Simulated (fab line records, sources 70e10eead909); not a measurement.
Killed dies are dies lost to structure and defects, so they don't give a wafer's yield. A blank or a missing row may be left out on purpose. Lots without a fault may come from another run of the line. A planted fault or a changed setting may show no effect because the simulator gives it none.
One fault seen from 2 desks | flow nand_harc | each desk has only its own numbers; what lay behind them comes last

THE DEFECT DESK
What the inspections along the route counted, lot by lot: means of the sampled wafers that have a number. A lot is out of limits, marked OUT, if its mean lies more than 4 standard deviations from the usual mean; the brackets give that distance.
Columns: A = raw_defect_count at NHARC_P_M2_INSPECT_27, usual 316
lot  | first seen here | A
L537 | day 7 14:13     | 314
L539 | day 8 15:22     | 444
L540 | day 9 12:05     | 353
L542 | day 10 01:14    | 213
L543 | day 10 05:07    | 183
L544 | day 10 13:16    | 599
L545 | day 11 00:17    | 361
L547 | day 12 00:41    | 222
L551 | day 13 10:00    | 1430 (+9.3) OUT
L552 | day 14 01:53    | 1485 (+9.7) OUT
L557 | day 16 08:23    | 436
This desk's finding: out of limits on L551, L552; first on L551, day 13 10:00 (raw_defect_count at NHARC_P_M2_INSPECT_27). In limits: L537, L539, L540, L542, L543, L544, L545, L547, L557.

THE TOOL OWNER'S DESK: cmp-02
The tool's own readings at NHARC_P_M2_CMP_23 (polishes, t overpolish 20 s, target thk 144.3 nm): means of the sampled wafers that have a number, for each lot that ran on this tool. A lot is out of limits, marked OUT, if its mean lies more than 4 standard deviations from the usual mean; the brackets give that distance.
Columns: A = motor_current_A at NHARC_P_M2_CMP_23, usual 12.9 A; B = time_to_endpoint_s at NHARC_P_M2_CMP_23, usual 29 s
lot  | first seen here | A    | B
L537 | day 7 13:47     | 13.0 | 28
L540 | day 9 11:39     | 13.0 | 30
L544 | day 10 12:51    | 13.1 | 30
L545 | day 10 23:50    | 12.9 | 32
L547 | day 12 00:11    | 12.6 | 36
L551 | day 13 09:32    | 12.9 | 32
L552 | day 14 01:26    | 13.4 | 28
This desk's finding: nothing out of limits on any of the 7 lots.

PUT TOGETHER
The defect desk could have raised an alarm at day 13 10:00, on L551, L552.
The tool owner's desk saw nothing out of limits.
The tool owner's desk has L551, L552 on record, within its limits.
Of the lots named, all ran NHARC_P_M2_CMP_23 on cmp-02.

WHAT THE SIMULATOR HAD PUT IN
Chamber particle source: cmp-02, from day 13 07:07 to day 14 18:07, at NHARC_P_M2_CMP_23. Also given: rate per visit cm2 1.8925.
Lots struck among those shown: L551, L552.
Hours from the fault's start to each desk's first reading out of limits: the defect desk, 3.
